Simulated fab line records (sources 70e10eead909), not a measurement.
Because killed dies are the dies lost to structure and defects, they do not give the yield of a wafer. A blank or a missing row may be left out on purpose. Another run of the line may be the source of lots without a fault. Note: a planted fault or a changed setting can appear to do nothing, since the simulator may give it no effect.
2 desks, one fault	flow nandHarc	each desk holds nothing but its own numbers, with what lay behind them at the end

THE DEFECT DESK
Per lot, the means of the sampled wafers with a number show what the inspections along the route counted. Any lot whose mean is over 4 standard deviations away from the usual mean is out of limits and marked OUT; that distance is given in the brackets.
Columns: A = rawDefectCount at NHARC_A_CHANNEL_HOLE_D2_INSPECT_40, usual 260
lot	first seen here	A
L195	day 16 14:15	632 (+5.2) OUT
L196	day 17 02:26	606 (+4.8) OUT
L202	day 19 09:45	180
L201	day 19 12:41	241
L203	day 19 16:07	364
L208	day 21 13:17	258
L207	day 21 16:23	194
L209	day 22 07:38	299
L210	day 22 23:24	340
L211	day 22 23:41	212
Finding of this desk: L195, L196 out of limits; the first was L195 at day 16 14:15, on rawDefectCount at NHARC_A_CHANNEL_HOLE_D2_INSPECT_40. In limits: L202, L201, L203, L208, L207, L209, L210, L211.

THE TOOL OWNER'S DESK: harEtch-01
The tool's own readings at NHARC_A_CHANNEL_HOLE_D2_ETCH_20 (etches the open film in C4F8/O2/Ar, time 361.9 s, target depth 1600 nm): means of the sampled wafers that have a number, for each lot that ran on this tool. Any lot whose mean is over 4 standard deviations away from the usual mean is out of limits and marked OUT; that distance is given in the brackets.
Columns: A = drypumpMotorCurrentA at NHARC_A_CHANNEL_HOLE_D2_ETCH_20, usual 5.6 A; B = o2FlowSccm at NHARC_A_CHANNEL_HOLE_D2_ETCH_20, usual 35.72 sccm; C = showerheadPlenumPTorr at NHARC_A_CHANNEL_HOLE_D2_ETCH_20, usual 3.61 Torr; D = throttleValvePct at NHARC_A_CHANNEL_HOLE_D2_ETCH_20, usual 32.153 %
lot	first seen here	A	B	C	D
L195	day 16 08:40	5.1	35.65	3.51	32.155
L196	day 16 20:50	5.1	35.65	3.51	32.154
L201	day 19 06:05	5.1	35.68	3.47	32.150
L203	day 19 10:31	5.1	35.80	3.49	32.155
L207	day 21 10:48	5.1	35.71	3.46	32.154
L209	day 22 02:01	5.1	35.71	3.47	32.159
L210	day 22 17:47	5.1	35.67	3.45	32.158
Result from this desk: across the 7 lots, nothing is out of limits.

ALL TOGETHER
The defect desk could have raised an alarm at day 16 14:15, on L195, L196.
The desk of the tool owner found nothing out of limits.
On record at the tool owner's desk: L195, L196, within its limits.
NHARC_A_CHANNEL_HOLE_D2_ETCH_20 was run on harEtch-01 by each of the lots named.

WHAT HAD BEEN PUT IN BY THE SIMULATOR
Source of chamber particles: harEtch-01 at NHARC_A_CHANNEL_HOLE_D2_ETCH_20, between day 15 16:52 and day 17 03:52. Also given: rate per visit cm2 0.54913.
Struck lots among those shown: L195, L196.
Hours from the fault's start to each desk's first reading out of limits: the defect desk, 21.
